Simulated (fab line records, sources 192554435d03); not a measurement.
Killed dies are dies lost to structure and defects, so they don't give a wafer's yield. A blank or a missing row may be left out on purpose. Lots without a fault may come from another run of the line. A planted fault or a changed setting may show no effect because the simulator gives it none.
A struck lot beside a sound one | flow n5_finfet | 15 steps out of a route of 1938
Sound: wafers L540.1, L540.4, L540.6. Struck: wafer L539.5. (L539.1 of the same lot was not struck and is left out.) The cause comes at the end.
At each step with rows: each side's tool, then ch and its chambers, then its first start. Under that, the readings that differ: sound wafers | struck wafers | difference of the means | sigmas: that difference in standard deviations of wafers without a fault.
alike: readings whose means differ by less than 2 such deviations, and words and numbers that are the same on both sides. not compared: withheld readings, readings that some wafer has no value for, bounds like >300 that may hide the same value, and numbers for which the record gives no deviation and whose values overlap.
The two part at a step that has a row with sigmas, a row that says differs or no value, or rows on one side only. Numbers that don't overlap but have no deviation are shown without sigmas and don't part them. A reading that every wafer of one side lacks parts them only if that side has two wafers or more.

N5_BEOL_M15_SPUTTER_45: material Cu, target thk 100 nm, time 16.67 s.
  sound on pvd_sputter-01, day 16 11:59; struck on pvd_sputter-02, day 16 09:50
  alike: chuck_sensor_temp_C, throttle_valve_pct
then, 1 step without rows for these wafers: N5_BEOL_M15_ECD_47 (material Cu, target thk 1860 nm).
N5_BEOL_M15_ANNEAL_48: time 90 s.
  sound on rtp_anneal-01 ch 0, day 16 12:20; struck on rtp_anneal-02 ch 0, day 16 10:11
  alike: wafer_temp_C_max
then, 1 step without rows for these wafers: N5_BEOL_M15_CMP_49 (polishes, stops on SiO2, t overpolish 4.9 s, target thk 850 nm).
N5_BEOL_M15_THK_MEAS_50: measures by xrf.
  sound on film_metro-02, day 16 12:56; struck on film_metro-01, day 16 10:50
  alike: M15_THK
then, 1 step without rows for these wafers: N5_BEOL_M15_PRE_CLEAN_52 (time 15 s).
N5_BEOL_M15_DEP_53: deposits SiCN from 3MS/NH3, target thk 50 nm, time 17.8 s.
  sound on pecvd-02 ch 0,1,2, day 16 12:59; struck on pecvd-04 ch 2, day 16 10:54
  alike: showerhead_plenum_p_Torr, throttle_valve_pct
  not compared: since_wet_clean_h
N5_BEOL_M15_RS_MEAS_54: measures by four-point-probe.
  sound on film_metro-02, day 16 13:04; struck on film_metro-01, day 16 10:58
  alike: M15_RS
N5_BEOL_M15_INSPECT_55: inspects for defects (darkfield).
  sound on defect_inspect-01, day 16 13:05; struck on defect_inspect-01, day 16 10:59
  alike: raw_defect_count
N5_BEOL_M15_RC_MEAS_101:
  sound on prober-01 ch 0, day 16 13:07; struck on prober-02 ch 0, day 16 11:01
  reading                 | sound                   | struck   | difference | sigmas
  COMB_M12 (S/m)          | 5.6e-12 4.8e-12 5.1e-12 | 9.8e-12  | +4.6e-12   | +3
  COMB_M12_max_site (S/m) | 8.8e-12 6.4e-12 7.6e-12 | 1.39e-11 | +6.30e-12  | +3
  COMB_M13 (S/m)          | 2.6e-12 3.9e-12 4e-12   | 5.8e-12  | +2.3e-12   | +2
  COMB_M7 (S/m)           | 2.6e-11 1.9e-11 1.7e-11 | 3.2e-11  | +1.1e-11   | +2
  SERP_M11 (ohm/um)       | 3.15 3.21 3.18          | 2.97     | -0.21      | -2
  SERP_M6 (ohm/um)        | 14.9 14.4 15.1          | 12.8     | -2.0       | -3
  alike: COMB_M10, COMB_M11, COMB_M14, COMB_M15, COMB_M5, COMB_M6, COMB_M8, COMB_M9, SERP_M10, SERP_M10_max_site, SERP_M12, SERP_M12_max_site, SERP_M13, SERP_M14, SERP_M5, SERP_M7, SERP_M8, SERP_M9
then, 1 step without rows for these wafers: N5_PASSIVATION_PECVD_00 (deposits SiO2 from SiH4/N2O, target thk 200 nm, time 11.2 s).
N5_MIM_BOT_DEGAS_01: time 60 s.
  sound on pvd_sputter-03, day 16 15:29; struck on pvd_sputter-02, day 16 12:21
  alike: heater_power_w
N5_MIM_BOT_SPUTTER_00: material TiN, target thk 35 nm, time 89.7 s.
  sound on pvd_sputter-03, day 16 15:32; struck on pvd_sputter-02, day 16 12:23
  reading                                     | sound        | struck | difference | sigmas
  model.TiN_of_MIM_BOT_SPUTTER_00.thk_nm (nm) | 34.4 34.8 35 | 18.2   | -16.5      |
  alike: throttle_valve_pct
N5_MIM_TOP_ALD_00: deposits Al2O3, purge time 3 s, co reactant pulse time 3 s.
  sound on ald_hk-01 ch 0,1,3, day 16 15:38; struck on ald_hk-01 ch 0, day 16 12:29
  alike: precursor_pulse_height_rel
then, 1 step without rows for these wafers: N5_PASSIVATION_PROBE_49.

WHERE THEY PART
Only at N5_BEOL_M15_RC_MEAS_101, within this record. Later steps at which nothing parts them and some readings are alike: N5_MIM_BOT_DEGAS_01, N5_MIM_BOT_SPUTTER_00, N5_MIM_TOP_ALD_00.

WHY: what the simulator had put in
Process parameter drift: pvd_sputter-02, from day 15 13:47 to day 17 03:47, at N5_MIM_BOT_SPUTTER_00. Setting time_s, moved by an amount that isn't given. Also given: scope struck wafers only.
